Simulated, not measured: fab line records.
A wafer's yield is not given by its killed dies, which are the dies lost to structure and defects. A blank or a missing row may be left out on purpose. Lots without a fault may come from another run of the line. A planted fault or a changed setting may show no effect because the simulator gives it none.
Lot-split experiment / flow n5Finfet / route with 1938 steps; 7 lots, 21 wafers read

ON THE SPLIT
At N5_SD_EPI_P_COAT_03 (resist thk 150 nm), the setting spinRpm was moved away from the recipe's 1500 rpm on 9 of the 21 wafers read, by -9.7% to +6.2%. All remaining wafers had this setting at the recipe value.

FROM THE SPLIT TO THE READING: what the file shows between them, 4 steps
- N5_SD_EPI_P_EBR_05
- N5_SD_EPI_P_SOFTBAKE_04: time 60 s
- N5_SD_EPI_P_EXPOSE_06: exposes mask SD P BLK, target cd 240 nm
- N5_SD_EPI_P_PEB_07: peb time 60 s

THE READING
CAR-ArF-block_of_SD_EPI_P_COAT_03.thkNm (the simulator's own value, which no gauge read), in nm, at N5_SD_EPI_P_DEVELOP_08 (develop time 30 s). The file gives no usual value for it. The 12 wafers here that ran the recipe average 148.7 nm, standard deviation 0.26 nm.

wafer=L074.2; tool, chamber at the split=lithoTrack-01, 0; spinRpm as run, rpm=1453; against the recipe=-3.1%; CAR-ArF-block_of_SD_EPI_P_COAT_03.thkNm, nm=151.6; against lot-mates on the recipe=+2.8
wafer=L074.3; tool, chamber at the split=lithoTrack-01, 0; spinRpm as run, rpm=1500; against the recipe=recipe; CAR-ArF-block_of_SD_EPI_P_COAT_03.thkNm, nm=148.8; against lot-mates on the recipe=-
wafer=L074.4; tool, chamber at the split=lithoTrack-01, 0; spinRpm as run, rpm=1500; against the recipe=recipe; CAR-ArF-block_of_SD_EPI_P_COAT_03.thkNm, nm=148.8; against lot-mates on the recipe=-
wafer=L076.1; tool, chamber at the split=lithoTrack-01, 0; spinRpm as run, rpm=1547; against the recipe=+3.1%; CAR-ArF-block_of_SD_EPI_P_COAT_03.thkNm, nm=146.4; against lot-mates on the recipe=no lot-mate on the recipe
wafer=L076.5; tool, chamber at the split=lithoTrack-01, 0; spinRpm as run, rpm=1547; against the recipe=+3.1%; CAR-ArF-block_of_SD_EPI_P_COAT_03.thkNm, nm=146.4; against lot-mates on the recipe=no lot-mate on the recipe
wafer=L076.2; tool, chamber at the split=lithoTrack-01, 0; spinRpm as run, rpm=1547; against the recipe=+3.1%; CAR-ArF-block_of_SD_EPI_P_COAT_03.thkNm, nm=146; against lot-mates on the recipe=no lot-mate on the recipe
wafer=L084.3; tool, chamber at the split=lithoTrack-05, 0; spinRpm as run, rpm=1500; against the recipe=recipe; CAR-ArF-block_of_SD_EPI_P_COAT_03.thkNm, nm=148.8; against lot-mates on the recipe=-
wafer=L084.6; tool, chamber at the split=lithoTrack-05, 0; spinRpm as run, rpm=1500; against the recipe=recipe; CAR-ArF-block_of_SD_EPI_P_COAT_03.thkNm, nm=148.8; against lot-mates on the recipe=-
wafer=L084.5; tool, chamber at the split=lithoTrack-05, 0; spinRpm as run, rpm=1586; against the recipe=+5.7%; CAR-ArF-block_of_SD_EPI_P_COAT_03.thkNm, nm=144.8; against lot-mates on the recipe=-4.0
wafer=L085.1; tool, chamber at the split=lithoTrack-05, 0; spinRpm as run, rpm=1500; against the recipe=recipe; CAR-ArF-block_of_SD_EPI_P_COAT_03.thkNm, nm=148.6; against lot-mates on the recipe=-
wafer=L085.6; tool, chamber at the split=lithoTrack-05, 0; spinRpm as run, rpm=1500; against the recipe=recipe; CAR-ArF-block_of_SD_EPI_P_COAT_03.thkNm, nm=148.6; against lot-mates on the recipe=-
wafer=L085.5; tool, chamber at the split=lithoTrack-05, 0; spinRpm as run, rpm=1500; against the recipe=recipe; CAR-ArF-block_of_SD_EPI_P_COAT_03.thkNm, nm=148.2; against lot-mates on the recipe=-
wafer=L092.1; tool, chamber at the split=lithoTrack-01, 0; spinRpm as run, rpm=1500; against the recipe=recipe; CAR-ArF-block_of_SD_EPI_P_COAT_03.thkNm, nm=149; against lot-mates on the recipe=-
wafer=L092.2; tool, chamber at the split=lithoTrack-01, 0; spinRpm as run, rpm=1355; against the recipe=-9.7%; CAR-ArF-block_of_SD_EPI_P_COAT_03.thkNm, nm=156.4; against lot-mates on the recipe=+7.6
wafer=L092.3; tool, chamber at the split=lithoTrack-01, 0; spinRpm as run, rpm=1500; against the recipe=recipe; CAR-ArF-block_of_SD_EPI_P_COAT_03.thkNm, nm=148.6; against lot-mates on the recipe=-
wafer=L093.2; tool, chamber at the split=lithoTrack-04, 0; spinRpm as run, rpm=1500; against the recipe=recipe; CAR-ArF-block_of_SD_EPI_P_COAT_03.thkNm, nm=149; against lot-mates on the recipe=-
wafer=L093.3; tool, chamber at the split=lithoTrack-04, 0; spinRpm as run, rpm=1500; against the recipe=recipe; CAR-ArF-block_of_SD_EPI_P_COAT_03.thkNm, nm=149.2; against lot-mates on the recipe=-
wafer=L093.4; tool, chamber at the split=lithoTrack-04, 0; spinRpm as run, rpm=1593; against the recipe=+6.2%; CAR-ArF-block_of_SD_EPI_P_COAT_03.thkNm, nm=144.2; against lot-mates on the recipe=-4.9
wafer=L091.1; tool, chamber at the split=lithoTrack-04, 0; spinRpm as run, rpm=1456; against the recipe=-2.9%; CAR-ArF-block_of_SD_EPI_P_COAT_03.thkNm, nm=150.2; against lot-mates on the recipe=+1.8
wafer=L091.5; tool, chamber at the split=lithoTrack-04, 0; spinRpm as run, rpm=1500; against the recipe=recipe; CAR-ArF-block_of_SD_EPI_P_COAT_03.thkNm, nm=148.4; against lot-mates on the recipe=-
wafer=L091.6; tool, chamber at the split=lithoTrack-04, 0; spinRpm as run, rpm=1456; against the recipe=-2.9%; CAR-ArF-block_of_SD_EPI_P_COAT_03.thkNm, nm=151.2; against lot-mates on the recipe=+2.8

FIT RESULTS
A straight line over all 21 wafers: CAR-ArF-block_of_SD_EPI_P_COAT_03.thkNm changes by -0.762 nm for each +1% of spinRpm; r = -0.99; the points scatter about the line by 0.33 nm.
The same after taking each lot's own level away (the mean of its wafers on the recipe; 18 wafers): -0.775 nm for each +1%; r = -1.00; scatter 0.25 nm.
According to that fit, moving spinRpm by its largest amount changes the reading by 7.5 nm.
From 148.40 to 149.10 nm: that is the span of the lots' own levels, equal to 2.7 times the standard deviation above.
Hence the lot-to-lot level has little effect on the slope; both slopes agree.
Check: +7.49 nm against its lot-mates is what the line predicts for one of the wafers moved furthest among these (-9.7%) when that wafer is left out of the fit. Against them it came out at +7.6 nm.

OTHER SPLITS ON THESE WAFERS
These wafers also went through other splits before the reading. Each is held against what the fit with the lots' levels taken away leaves over:
other split on the same wafers=N5_PMOS_HMC_CHANNEL_EPI_PEB_07 pebTempC; wafers away from the commonest value=8; r with CAR-ArF-block_of_SD_EPI_P_COAT_03.thkNm (lot level and that fit taken away)=+0.06
other split on the same wafers=N5_FIN_CUT_COAT_19 spinRpm; wafers away from the commonest value=6; r with CAR-ArF-block_of_SD_EPI_P_COAT_03.thkNm (lot level and that fit taken away)=-0.36
other split on the same wafers=N5_DUMMY_GATE_ETCH_42 biasW; wafers away from the commonest value=8; r with CAR-ArF-block_of_SD_EPI_P_COAT_03.thkNm (lot level and that fit taken away)=+0.33
other split on the same wafers=N5_SD_EPI_N_EPI_21 tempC; wafers away from the commonest value=6; r with CAR-ArF-block_of_SD_EPI_P_COAT_03.thkNm (lot level and that fit taken away)=+0.04

THE WHOLE CHAIN: every reading that the file lists as answering this split, in the file's order
step=N5_SD_EPI_P_COAT_03; what it does=resist thk 150 nm; reading=CAR-ArF-block_of_SD_EPI_P_COAT_03.thkNm (the simulator's own value, which no gauge read); change (the file's fit)=-0.758 nm for each +1% of the setting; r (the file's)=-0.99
step=N5_SD_EPI_P_DEVELOP_08; what it does=develop time 30 s; reading=CAR-ArF-block_of_SD_EPI_P_COAT_03.thkNm (the simulator's own value, which no gauge read); change (the file's fit)=-0.777 nm for each +1% of the setting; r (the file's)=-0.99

THE FILE'S OWN FIT
CAR-ArF-block_of_SD_EPI_P_COAT_03.thkNm changes by -0.777 nm for each +1% of spinRpm, r = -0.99.
